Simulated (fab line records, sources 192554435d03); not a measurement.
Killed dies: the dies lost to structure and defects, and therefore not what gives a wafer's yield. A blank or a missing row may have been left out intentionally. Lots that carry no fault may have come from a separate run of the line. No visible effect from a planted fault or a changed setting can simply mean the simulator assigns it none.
Matching of chambers    flow n5_finfet    N5_FIN_CUT_CUT_ETCH_15 on rie_si-06: 4 sister chambers
The step etches Si in HBr/Cl2/O2, target depth 100 nm, bt time 10 s, time 42.4 s. 14 wafers are shown with their chamber, then 7 later ones without.

== WAFERS PAIRED WITH THEIR CHAMBERS ==
wafer   chamber  throttle_valve_pct (%)  oes_product_au (a.u.)  chamber_pressure_mTorr (mTorr)
L074.2  3        37.8                    0.980                  9.997
L074.3  0        37.3                    1.007                  9.993
L074.6  2        36.8                    0.992                  9.985
L077.2  3        37.8                    0.966                  10.002
L077.5  1        37.8                    0.990                  9.993
L077.6  0        37.4                    1.001                  9.988
L078.1  0        37.3                    0.998                  9.986
L078.3  3        37.7                    0.966                  10.009
L078.5  2        36.8                    0.995                  9.995
L083.1  0        37.4                    1.003                  10.000
L083.5  1        37.8                    1.001                  9.984
L083.6  0        37.3                    1.003                  10.014
L086.1  1        37.8                    1.001                  10.002
L086.2  3        37.8                    0.968                  9.991

SIGNATURES (means of the wafers above)
reading                 chamber 0  chamber 1  chamber 2  chamber 3  scatter within a chamber
throttle_valve_pct      37.340     37.800     36.800     37.775     0.0442
oes_product_au          1.00240    0.99733    0.99350    0.97000    0.00514
chamber_pressure_mTorr  9.99620    9.99300    9.99000    9.99975    0.00948
Rule: a wafer lies at a distance from a chamber equal to the root of the sum of squares, over the readings, of (its reading less the chamber's mean, divided by the reading's scatter). The wafer belongs to the nearest chamber; if the next one is less than 2 further off, it can't be placed. The scatter: take each reading less its chamber's mean, square it, sum over the shown wafers, divide by the number of wafers less the number of chambers, and take the root.

== WAFERS MISSING THEIR CHAMBER ==
wafer   throttle_valve_pct (%)  oes_product_au (a.u.)  chamber_pressure_mTorr (mTorr)
L086.5  37.8                    0.968                  10.010
L091.1  37.8                    0.998                  10.003
L091.3  37.8                    0.973                  10.017
L091.4  36.8                    0.986                  9.999
L096.2  36.8                    0.989                  10.004
L096.3  37.4                    0.993                  10.011
L096.4  37.8                    0.967                  9.999

== WHICH CHAMBER EACH WENT THROUGH ==
wafer   from the rows above  in truth
L086.5  3                    3
L091.1  1                    1
L091.3  3                    3
L091.4  2                    2
L096.2  2                    2
L096.3  0                    0
L096.4  3                    3
7 of 7 placed correctly. From these rows, 0 cannot be placed. Placed wrongly: 0.
